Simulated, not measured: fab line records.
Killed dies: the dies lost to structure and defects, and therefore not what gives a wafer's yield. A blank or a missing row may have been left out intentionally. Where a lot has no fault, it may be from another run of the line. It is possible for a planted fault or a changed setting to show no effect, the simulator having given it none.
A lot that was struck, set against a sound lot    flow nand-harc    15 out of 1302 route steps
Sound: wafers L866.3, L866.4, L866.5. The struck wafers were L872.1, L872.3, L872.4. The cause is given at the end.
Order at every step that has rows: each side's tool, ch and its chambers, its first start. Under that, the readings that differ: sound wafers    struck wafers    difference of the means    sigmas: that difference in standard deviations of wafers without a fault.
alike: same words and numbers on both sides, and readings whose means sit less than 2 such deviations apart. not compared: any withheld reading, any reading some wafer has no value for, any bound like >300 that may hide the same value, and any number with overlapping values for which the record gives no deviation.
Wherever a step has rows on one side only, a row that says differs or no value, or a row with sigmas, the two part there. When numbers do not overlap yet have no deviation, they are printed without sigmas and do not part them. Lack of a reading on every wafer of one side parts them only where that side has two or more wafers.

first, 1 step without rows for these wafers: NHARC_A_CHANNEL_HOLE_D1_ETCH_44 (etches the open film in CF4/O2, target depth 140 nm, overetch 14 nm, time 77 s).
NHARC_A_CHANNEL_HOLE_D1_STRIP_27: strips in O2.
  sound on rie-diel-07 ch 0,1; struck on rie-diel-07 ch 0,1,2
  alike: drypump-motor-current-A, o2-flow-sccm, oes-product-au, rf-vpp-V, showerhead-plenum-p-Torr, throttle-valve-pct
  not compared: rf-hours-counter-h
then, 2 steps without rows for these wafers: NHARC_A_CHANNEL_HOLE_D1_PRECLEAN_28 (cleans in SC1); NHARC_A_CHANNEL_HOLE_D1_SRD_29.
NHARC_A_CHANNEL_HOLE_D1_CD_MEAS_30:
  sound on cd-sem-02 at day 13 06:21; struck on cd-sem-02 at day 16 00:16
  alike: cd-nm
NHARC_A_CHANNEL_HOLE_D1_XSEM_31:
  sound on xsem-01 ch 0, day 13 06:26; struck on xsem-02 ch 0, day 16 00:21
  alike: bot-cd-nm, bow-nm, tilt-deg
NHARC_A_CHANNEL_HOLE_D1_INSPECT_40:
  sound on defect-inspect-01 at day 13 06:31; struck on defect-inspect-01 at day 16 00:27
  alike: raw-defect-count
then, 3 steps without rows for these wafers: NHARC_A_CHANNEL_FILL_D1_PRECLEAN_00 (cleans in SC1); NHARC_A_CHANNEL_FILL_D1_SRD_01; NHARC_A_CHANNEL_FILL_D1_ALD_02 (deposits SiO2, target thk 6 nm, pulse time 10 s, ald cycles 60).
NHARC_A_CHANNEL_FILL_D1_ALD_03: deposits SiNx, target thk 6 nm, pulse time 60 s, ald cycles 58.
  sound on ald-sin-batch-02 ch 0; struck on ald-sin-batch-02 ch 0
  alike: ald-cycles, precursor-pulse-height-rel
NHARC_A_CHANNEL_FILL_D1_ALD_14: deposits SiO2, target thk 2.5 nm, pulse time 10 s, ald cycles 25.
  sound on ald-hk-03 ch 0,1,3, day 13 11:28; struck on ald-hk-04 ch 0,2,3, day 16 07:38
  alike: ald-cycles, heater-power-w, precursor-pulse-height-rel
NHARC_A_CHANNEL_FILL_D1_ALD_15: deposits SiNx, target thk 2 nm, pulse time 60 s, ald cycles 19.
  sound on ald-sin-batch-01 ch 0, day 13 14:31; struck on ald-sin-batch-01 ch 0, day 16 10:45
reading     sound     struck    difference  sigmas
ald-cycles  19 19 19  17 17 17  -2          
  alike: precursor-pulse-height-rel
NHARC_A_CHANNEL_FILL_D1_ALD_16: deposits SiO2, target thk 1.5 nm, pulse time 10 s, ald cycles 15.
  sound on ald-hk-03 ch 0,1, day 13 16:35; struck on ald-hk-02 ch 0,2,3, day 16 12:49
reading             sound        struck       difference  sigmas
heater-power-w (W)  540 508 564  399 395 467  -117        -2
  alike: ald-cycles, precursor-pulse-height-rel
then, 1 step without rows for these wafers: NHARC_END_SORT_01.

WHERE THEY PART
Within this record, at NHARC_A_CHANNEL_FILL_D1_ALD_16 only.

WHY: what had been put in by the simulator
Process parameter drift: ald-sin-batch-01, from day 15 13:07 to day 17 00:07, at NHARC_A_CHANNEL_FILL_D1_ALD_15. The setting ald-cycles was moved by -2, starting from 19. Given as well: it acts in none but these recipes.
